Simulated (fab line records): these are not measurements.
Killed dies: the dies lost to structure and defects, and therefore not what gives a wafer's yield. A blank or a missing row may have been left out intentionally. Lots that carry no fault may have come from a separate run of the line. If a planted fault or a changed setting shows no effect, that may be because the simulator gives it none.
Which tool was responsible? | flow n5-finfet | 24 lots with 72 wafers sampled at 6 steps, on a route of 1938 steps

WHAT THE GAUGES SHOWED, per wafer
N5_BEOL_M10_CD_MEAS_11: target cd 64.1 nm.
lot  | measured     | on        | cd-nm (nm)
L074 | day 10 00:37 | cd-sem-02 | 64.5 64.6 64.1
L075 | day 10 11:01 | cd-sem-02 | 63.5 63.9 63.4
L076 | day 10 17:55 | cd-sem-03 | 65.3 64.4 64.2
L077 | day 10 19:31 | cd-sem-01 | 62.8 63.6 63.7
L078 | day 11 03:32 | cd-sem-02 | 63.2 64.2 63.8
L079 | day 11 07:49 | cd-sem-01 | 63.7 63.9 64.1
L081 | day 11 21:42 | cd-sem-03 | 63.7 64.4 64.2
L080 | day 11 22:01 | cd-sem-01 | 64.1 64.0 65.1
L083 | day 12 02:17 | cd-sem-02 | 64.5 64.7 64.9
L082 | day 12 05:44 | cd-sem-01 | 64.4 63.9 63.9
L084 | day 12 21:10 | cd-sem-01 | 63.8 63.6 63.4
L085 | day 13 01:18 | cd-sem-03 | 63.9 64.8 64.3
L087 | day 13 05:10 | cd-sem-01 | 64.9 64.3 64.7
L086 | day 13 07:41 | cd-sem-02 | 64.7 64.7 64.2
L088 | day 13 08:23 | cd-sem-03 | 64.0 63.8 64.9
L089 | day 14 00:40 | cd-sem-03 | 64.3 64.6 63.5
L093 | day 14 12:04 | cd-sem-01 | 64.0 65.0 64.1
L090 | day 14 12:16 | cd-sem-03 | 64.1 63.5 64.5
L091 | day 14 12:28 | cd-sem-03 | 64.0 64.0 64.6
L092 | day 15 00:11 | cd-sem-01 | 65.1 64.0 64.6
L096 | day 16 00:46 | cd-sem-03 | 63.6 63.6 63.8
L094 | day 16 07:38 | cd-sem-03 | 64.0 63.8 63.4
L095 | day 16 11:00 | cd-sem-03 | 64.4 64.6 63.4
L097 | day 17 01:10 | cd-sem-03 | 63.0 64.0 63.1

N5_BEOL_M10_OVL_MEAS_12.
lot  | measured     | on         | M10_OVL (nm)
L074 | day 10 00:39 | overlay-02 | 1.3 0.7 0.5
L075 | day 10 11:02 | overlay-01 | 0.4 0.4 -0.2
L076 | day 10 17:56 | overlay-02 | -0.4 -1.3 0.1
L077 | day 10 19:32 | overlay-02 | 0.7 -0.2 0.8
L078 | day 11 03:34 | overlay-02 | 1.8 0.5 0.6
L079 | day 11 07:52 | overlay-01 | -1.6 -2.1 -1.7
L081 | day 11 21:44 | overlay-01 | 0.0 0.1 0.0
L080 | day 11 22:02 | overlay-02 | -0.7 0.5 -0.1
L083 | day 12 02:19 | overlay-01 | 0.8 0.5 -0.7
L082 | day 12 05:46 | overlay-02 | 0.8 1.1 0.1
L084 | day 12 21:11 | overlay-02 | -0.7 0.0 -0.1
L085 | day 13 01:20 | overlay-01 | 0.3 0.6 -0.2
L087 | day 13 05:11 | overlay-01 | -0.5 -1.5 -0.5
L086 | day 13 07:43 | overlay-01 | 0.1 0.1 -0.1
L088 | day 13 08:24 | overlay-01 | -1.0 -1.2 -0.2
L089 | day 14 00:41 | overlay-02 | -1.4 -0.4 0.0
L093 | day 14 12:05 | overlay-02 | 0.1 0.7 0.4
L090 | day 14 12:17 | overlay-01 | -0.3 -0.2 -1.6
L091 | day 14 12:30 | overlay-02 | -0.8 -0.3 -0.7
L092 | day 15 00:13 | overlay-01 | -0.5 -0.2 -1.8
L096 | day 16 00:47 | overlay-02 | -1.0 0.8 0.7
L094 | day 16 07:41 | overlay-02 | 0.9 1.4 1.4
L095 | day 16 11:02 | overlay-01 | 0.2 0.6 -0.1
L097 | day 17 01:12 | overlay-01 | -1.0 -1.8 -1.4

N5_BEOL_M10_CD_MEAS_35: target cd 70 nm.
lot  | measured     | on        | cd-nm (nm)
L074 | day 10 03:20 | cd-sem-02 | 71.0 69.7 69.3
L075 | day 10 12:58 | cd-sem-02 | 69.4 70.6 70.0
L076 | day 10 20:18 | cd-sem-03 | 70.1 70.2 69.6
L077 | day 10 23:11 | cd-sem-01 | 68.8 69.7 69.2
L078 | day 11 06:53 | cd-sem-02 | 69.5 68.9 69.6
L079 | day 11 09:47 | cd-sem-02 | 69.9 69.3 69.4
L081 | day 11 23:32 | cd-sem-03 | 69.8 70.4 70.1
L080 | day 12 00:05 | cd-sem-03 | 70.3 69.9 70.7
L083 | day 12 04:59 | cd-sem-01 | 69.8 70.2 70.7
L082 | day 12 07:46 | cd-sem-03 | 70.5 70.1 69.7
L084 | day 13 01:07 | cd-sem-01 | 69.6 69.7 69.8
L085 | day 13 02:58 | cd-sem-03 | 70.1 70.0 70.6
L087 | day 13 07:47 | cd-sem-02 | 69.4 69.5 69.6
L086 | day 13 11:02 | cd-sem-01 | 70.9 70.0 70.2
L088 | day 13 11:39 | cd-sem-03 | 69.7 70.1 71.0
L089 | day 14 05:37 | cd-sem-02 | 70.2 70.4 70.1
L093 | day 14 17:22 | cd-sem-03 | 70.0 70.1 69.3
L090 | day 14 17:20 | cd-sem-02 | 69.6 68.9 70.1
L091 | day 14 17:56 | cd-sem-02 | 69.8 70.4 70.4
L092 | day 15 04:10 | cd-sem-02 | 70.6 70.5 70.7
L096 | day 16 02:44 | cd-sem-03 | 69.8 69.3 70.1
L094 | day 16 10:52 | cd-sem-02 | 70.2 69.7 69.9
L095 | day 16 14:14 | cd-sem-03 | 69.9 69.9 69.2
L097 | day 17 05:02 | cd-sem-02 | 68.9 69.9 68.8

N5_BEOL_M10_THK_MEAS_53: measures by xrf.
lot  | measured     | on            | M10_THK (nm)
L074 | day 10 05:53 | film-metro-01 | 146 144 142
L075 | day 10 15:16 | film-metro-02 | 138 146 143
L076 | day 10 23:53 | film-metro-02 | 146 146 147
L077 | day 11 00:59 | film-metro-02 | 142 140 144
L078 | day 11 09:41 | film-metro-01 | 144 141 145
L079 | day 11 13:31 | film-metro-01 | 143 142 143
L081 | day 12 01:56 | film-metro-02 | 138 140 140
L080 | day 12 02:54 | film-metro-01 | 142 141 137
L083 | day 12 08:42 | film-metro-01 | 148 141 149
L082 | day 12 10:23 | film-metro-01 | 140 139 142
L084 | day 13 03:56 | film-metro-01 | 147 141 145
L085 | day 13 05:32 | film-metro-01 | 139 144 144
L087 | day 13 10:33 | film-metro-01 | 143 141 140
L086 | day 13 14:50 | film-metro-01 | 150 149 144
L088 | day 13 16:19 | film-metro-01 | 144 144 147
L089 | day 14 07:29 | film-metro-02 | 138 140 145
L093 | day 14 19:56 | film-metro-01 | 139 147 143
L090 | day 14 19:37 | film-metro-02 | 140 140 140
L091 | day 14 20:28 | film-metro-01 | 146 148 144
L092 | day 15 06:10 | film-metro-01 | 145 148 143
L096 | day 16 05:28 | film-metro-02 | 142 144 143
L094 | day 16 13:04 | film-metro-01 | 147 146 145
L095 | day 16 16:22 | film-metro-02 | 140 143 142
L097 | day 17 07:22 | film-metro-02 | 143 145 147

WHAT TOOL EACH LOT RAN ON (gives the tool, then ch and the chambers of the sampled wafers, and finally the start)
lot  | N5_BEOL_M10_VIA_ETCH_34            | N5_BEOL_M10_ANNEAL_51
L074 | rie-diel-04 ch 1,2,3, day 10 02:55 | rtp-anneal-02 ch 0, day 10 05:25
L075 | rie-diel-04 ch 1,2,3, day 10 12:32 | rtp-anneal-02 ch 0, day 10 14:40
L076 | rie-diel-04 ch 0,3, day 10 19:52   | rtp-anneal-01 ch 0, day 10 23:23
L077 | rie-diel-05 ch 0,2,3, day 10 22:44 | rtp-anneal-02 ch 0, day 11 00:26
L078 | rie-diel-05 ch 1,2, day 11 06:26   | rtp-anneal-01 ch 0, day 11 09:05
L079 | rie-diel-05 ch 0,2, day 11 09:12   | rtp-anneal-02 ch 0, day 11 13:01
L081 | rie-diel-05 ch 1,2, day 11 23:06   | rtp-anneal-01 ch 0, day 12 01:14
L080 | rie-diel-03 ch 0,3, day 11 23:31   | rtp-anneal-01 ch 0, day 12 02:19
L083 | rie-diel-04 ch 2,3, day 12 04:33   | rtp-anneal-01 ch 0, day 12 08:08
L082 | rie-diel-03 ch 1,2,3, day 12 07:20 | rtp-anneal-01 ch 0, day 12 09:48
L084 | rie-diel-04 ch 1,2, day 13 00:41   | rtp-anneal-02 ch 0, day 13 03:21
L085 | rie-diel-04 ch 0,2,3, day 13 02:31 | rtp-anneal-02 ch 0, day 13 05:02
L087 | rie-diel-05 ch 0,1, day 13 07:20   | rtp-anneal-01 ch 0, day 13 09:53
L086 | rie-diel-04 ch 1,2,3, day 13 10:35 | rtp-anneal-01 ch 0, day 13 14:15
L088 | rie-diel-03 ch 0,3, day 13 11:12   | rtp-anneal-02 ch 0, day 13 15:37
L089 | rie-diel-05 ch 0,2,3, day 14 05:10 | rtp-anneal-02 ch 0, day 14 06:59
L093 | rie-diel-05 ch 0,2,3, day 14 16:56 | rtp-anneal-01 ch 0, day 14 19:20
L090 | rie-diel-03 ch 1,3, day 14 16:53   | rtp-anneal-01 ch 0, day 14 19:04
L091 | rie-diel-03 ch 0,1,2, day 14 17:29 | rtp-anneal-01 ch 0, day 14 19:53
L092 | rie-diel-05 ch 2,3, day 15 03:44   | rtp-anneal-01 ch 0, day 15 05:38
L096 | rie-diel-03 ch 0,2,3, day 16 02:17 | rtp-anneal-01 ch 0, day 16 04:50
L094 | rie-diel-04 ch 0,1, day 16 10:26   | rtp-anneal-02 ch 0, day 16 12:29
L095 | rie-diel-03 ch 0,1,3, day 16 13:49 | rtp-anneal-02 ch 0, day 16 15:45
L097 | rie-diel-04 ch 1,2, day 17 04:35   | rtp-anneal-01 ch 0, day 17 06:48
- N5_BEOL_M10_VIA_ETCH_34: etches SiCOH lowk in C4F6/O2, target depth 184.5 nm, time 69.2 s.
- N5_BEOL_M10_ANNEAL_51: time 90 s.

WHAT THE TOOLS THEMSELVES READ (means of the sampled wafers that have a number; where no wafer has one, the mark that the record gives instead)
N5_BEOL_M10_VIA_ETCH_34.
lot  | tool        | drypump-motor-current-A (A) | oes-product-au (a.u.) | rf-vpp-V (V) | showerhead-plenum-p-Torr (Torr) | throttle-valve-pct (%)
L074 | rie-diel-04 | 5.8                         | 0.83                  | 677          | 2.83                            | 20.77
L075 | rie-diel-04 | 5.8                         | 0.82                  | 677          | 2.83                            | 20.77
L076 | rie-diel-04 | 5.9                         | 0.94                  | 665          | 2.90                            | 20.90
L077 | rie-diel-05 | 5.8                         | 0.78                  | 667          | 2.93                            | 20.82
L078 | rie-diel-05 | 5.3                         | 0.81                  | 662          | 2.92                            | 20.71
L079 | rie-diel-05 | 6.1                         | 0.81                  | 665          | 2.99                            | 20.86
L081 | rie-diel-05 | 5.3                         | 0.79                  | 662          | 2.92                            | 20.72
L080 | rie-diel-03 | 5.6                         | 0.80                  | 654          | 2.83                            | 20.81
L083 | rie-diel-04 | 5.6                         | 0.84                  | 678          | 2.83                            | 20.78
L082 | rie-diel-03 | 5.7                         | 0.86                  | 657          | 2.89                            | 20.79
L084 | rie-diel-04 | 5.9                         | 0.77                  | 676          | 2.81                            | 20.82
L085 | rie-diel-04 | 5.8                         | 0.83                  | 669          | 2.84                            | 20.97
L087 | rie-diel-05 | 6.3                         | 0.73                  | 672          | 2.87                            | 20.96
L086 | rie-diel-04 | 5.7                         | 0.79                  | 678          | 2.82                            | 20.79
L088 | rie-diel-03 | 5.6                         | 0.88                  | 654          | 2.82                            | 20.72
L089 | rie-diel-05 | 5.8                         | 0.85                  | 667          | 2.92                            | 20.73
L093 | rie-diel-05 | 5.8                         | 0.84                  | 666          | 2.92                            | 20.73
L090 | rie-diel-03 | 5.6                         | 0.81                  | 650          | 2.79                            | 20.93
L091 | rie-diel-03 | 5.8                         | 0.86                  | 670          | 2.92                            | 20.60
L092 | rie-diel-05 | 5.3                         | 0.87                  | 662          | 2.94                            | 20.62
L096 | rie-diel-03 | 5.7                         | 0.86                  | 659          | 2.89                            | 20.64
L094 | rie-diel-04 | 6.3                         | 0.83                  | 655          | 2.89                            | 21.18
L095 | rie-diel-03 | 5.7                         | 0.82                  | 664          | 2.83                            | 20.74
L097 | rie-diel-04 | 5.7                         | 0.93                  | 689          | 2.97                            | 20.62

N5_BEOL_M10_ANNEAL_51.
lot  | tool          | anneal-temp-c (C) | wafer_temp_C_max
L074 | rtp-anneal-02 | 224.92            | 226.23
L075 | rtp-anneal-02 | 225.03            | 226.41
L076 | rtp-anneal-01 | 224.99            | 225.89
L077 | rtp-anneal-02 | 224.94            | 226.24
L078 | rtp-anneal-01 | 225.09            | 225.98
L079 | rtp-anneal-02 | 224.78            | 226.46
L081 | rtp-anneal-01 | 224.97            | 226.14
L080 | rtp-anneal-01 | 225.06            | 225.76
L083 | rtp-anneal-01 | 224.98            | 225.93
L082 | rtp-anneal-01 | 225.07            | 225.74
L084 | rtp-anneal-02 | 225.33            | 226.28
L085 | rtp-anneal-02 | 225.10            | 226.35
L087 | rtp-anneal-01 | 224.92            | 225.88
L086 | rtp-anneal-01 | 225.03            | 225.89
L088 | rtp-anneal-02 | 225.06            | 226.24
L089 | rtp-anneal-02 | 225.11            | 226.43
L093 | rtp-anneal-01 | 224.91            | 225.81
L090 | rtp-anneal-01 | 224.94            | 225.77
L091 | rtp-anneal-01 | 224.88            | 226.03
L092 | rtp-anneal-01 | 225.13            | 225.91
L096 | rtp-anneal-01 | 224.84            | 225.95
L094 | rtp-anneal-02 | 224.85            | 226.22
L095 | rtp-anneal-02 | 224.98            | 225.94
L097 | rtp-anneal-01 | 224.81            | 225.76

THE ANSWER, worked out from the rows above alone
Rule: the usual values come from the lots themselves. The widest of any qualifying gaps counts: lots, ordered by their means at a reading, are off when they make up no more than a third of the lots, leave a main group of 4 or more, and stand apart from it by 3 or more times the standard deviation of that group's means. A main group whose means are all the same, to the digits that the tables above print for the reading, isn't used. A lot without any number at a reading at which 4 lots or more have one is off too. Any other lot the step has rows for is counted as sound. The gauges are gone through in route order, then the tools' own readings, and for those a lot's mean is taken as printed above. At the first step where some lot is off, the reading lying furthest off is the one used; lots without a number count as furthest.
None of the lots is off at any reading shown; this tells nothing.

WHAT WAS PUT IN BY THE SIMULATOR
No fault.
